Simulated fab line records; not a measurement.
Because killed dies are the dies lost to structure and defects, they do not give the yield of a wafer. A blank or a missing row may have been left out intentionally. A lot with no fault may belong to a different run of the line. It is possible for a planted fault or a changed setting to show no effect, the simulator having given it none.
Split-lot trial -- flow n5-finfet -- route with 1938 steps; 7 lots, 39 wafers read

== THE SPLIT ==
At N5_SD_EPI_N_ETCH_35 (etches SOC in N2/H2, overetch 108 nm, time 486 s), the setting source-w was moved away from the recipe's 3000 W on 15 of the 39 wafers read, by -12.2% to +16.9%. All remaining wafers had this setting at the recipe value.

The reading comes from the split's own step.

== THE READING ==
rf-vpp-V, in V, at N5_SD_EPI_N_ETCH_35 (etches SOC in N2/H2, overetch 108 nm, time 486 s). A value of 241.5 V with a standard deviation of 1.3 V is what fault-free wafers of this fab line usually give.

wafer,"tool, chamber at the split","source-w as run, W",against the recipe,"rf-vpp-V, V",against lot-mates on the recipe
L077.1,"rie-diel-04, 1",3000,recipe,240.7,-
L077.2,"rie-diel-04, 3",3000,recipe,242.3,-
L077.3,"rie-diel-04, 2",3000,recipe,240.6,-
L077.4,"rie-diel-04, 0",3000,recipe,240.7,-
L077.5,"rie-diel-04, 3",3000,recipe,242.8,-
L077.6,"rie-diel-04, 2",3000,recipe,240.4,-
L079.1,"rie-diel-06, 0",3000,recipe,241.8,-
L079.3,"rie-diel-06, 3",3000,recipe,239.3,-
L079.5,"rie-diel-06, 0",3000,recipe,242.2,-
L085.1,"rie-diel-01, 3",3000,recipe,240.9,-
L085.2,"rie-diel-01, 2",3507,+16.9%,230.3,-12.4
L085.3,"rie-diel-01, 3",3000,recipe,242.2,-
L085.4,"rie-diel-01, 2",3507,+16.9%,228.7,-14.0
L085.5,"rie-diel-01, 3",3507,+16.9%,229.5,-13.2
L085.6,"rie-diel-01, 2",3000,recipe,244.9,-
L092.1,"rie-diel-06, 3",2674,-10.9%,249.3,+7.9
L092.2,"rie-diel-06, 2",2674,-10.9%,251.1,+9.7
L092.3,"rie-diel-06, 1",3000,recipe,242.2,-
L092.4,"rie-diel-06, 1",3000,recipe,240.6,-
L092.5,"rie-diel-06, 3",3000,recipe,241.3,-
L092.6,"rie-diel-06, 2",2674,-10.9%,250.4,+9.0
L093.1,"rie-diel-01, 0",3000,recipe,242.1,-
L093.2,"rie-diel-01, 2",2634,-12.2%,254.2,+11.8
L093.3,"rie-diel-01, 1",2634,-12.2%,253.1,+10.7
L093.4,"rie-diel-01, 0",3000,recipe,242.6,-
L093.5,"rie-diel-01, 1",3000,recipe,242.6,-
L093.6,"rie-diel-01, 2",2634,-12.2%,252.5,+10.1
L094.1,"rie-diel-01, 2",3000,recipe,242.7,-
L094.2,"rie-diel-01, 1",2827,-5.8%,246.7,+3.9
L094.3,"rie-diel-01, 0",3000,recipe,243.3,-
L094.4,"rie-diel-01, 0",3000,recipe,242.5,-
L094.5,"rie-diel-01, 1",2827,-5.8%,247.3,+4.5
L094.6,"rie-diel-01, 2",2827,-5.8%,248.8,+6.0
L096.1,"rie-diel-06, 2",2791,-7.0%,247.8,+7.4
L096.2,"rie-diel-06, 3",3000,recipe,238.6,-
L096.3,"rie-diel-06, 1",2791,-7.0%,247.2,+6.8
L096.4,"rie-diel-06, 0",2791,-7.0%,249.9,+9.5
L096.5,"rie-diel-06, 2",3000,recipe,240.8,-
L096.6,"rie-diel-06, 1",3000,recipe,241.7,-

FIT RESULTS
A straight line over all 39 wafers: rf-vpp-V changes by -0.809 V for each +1% of source-w; r = -0.97; the points scatter about the line by 1.4 V.
The same after taking each lot's own level away (the mean of its wafers on the recipe; 39 wafers): -0.834 V for each +1%; r = -0.98; scatter 1.2 V.
On that fit, the largest move of source-w shifts the reading by 14 V.
The span of the lots' own levels, 240.37 to 242.83 V, comes to 1.9 times the standard deviation stated above.
Hence the lot-to-lot level has little effect on the slope; both slopes agree.
Check: -14.2 V against its lot-mates is what the line predicts for one of the wafers moved furthest among these (+16.9%) when that wafer is left out of the fit. Against them it came out at -12.4 V.
Tool readings at the split's step, against how far the setting was moved: rf-vpp-V r = -0.97.

== FURTHER SPLITS ON THESE WAFERS ==
Note: prior to the reading, these wafers also went through further splits. Each is held against what the fit with the lots' levels taken away leaves over:
other split on the same wafers,wafers away from the commonest value,r with rf-vpp-V (lot level and that fit taken away)
N5_DUMMY_GATE_ETCH_31 target-depth-a,18,+0.06

== THE WHOLE CHAIN: every reading that the file lists as answering this split, in the file's order ==
step,what it does,reading,change (the file's fit),r (the file's)
N5_SD_EPI_N_ETCH_35,"etches SOC in N2/H2, overetch 108 nm, time 486 s",rf-vpp-V,-0.84 V for each +1% of the setting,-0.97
N5_SD_EPI_N_ETCH_35,"etches SOC in N2/H2, overetch 108 nm, time 486 s","SiARC_of_SD_EPI_N_COAT_33.thk-nm (the simulator's own value, which no gauge read)",-0.12 nm for each +1% of the setting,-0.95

== FILE'S OWN FIT ==
rf-vpp-V changes by -0.84 V for each +1% of source-w, r = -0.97.
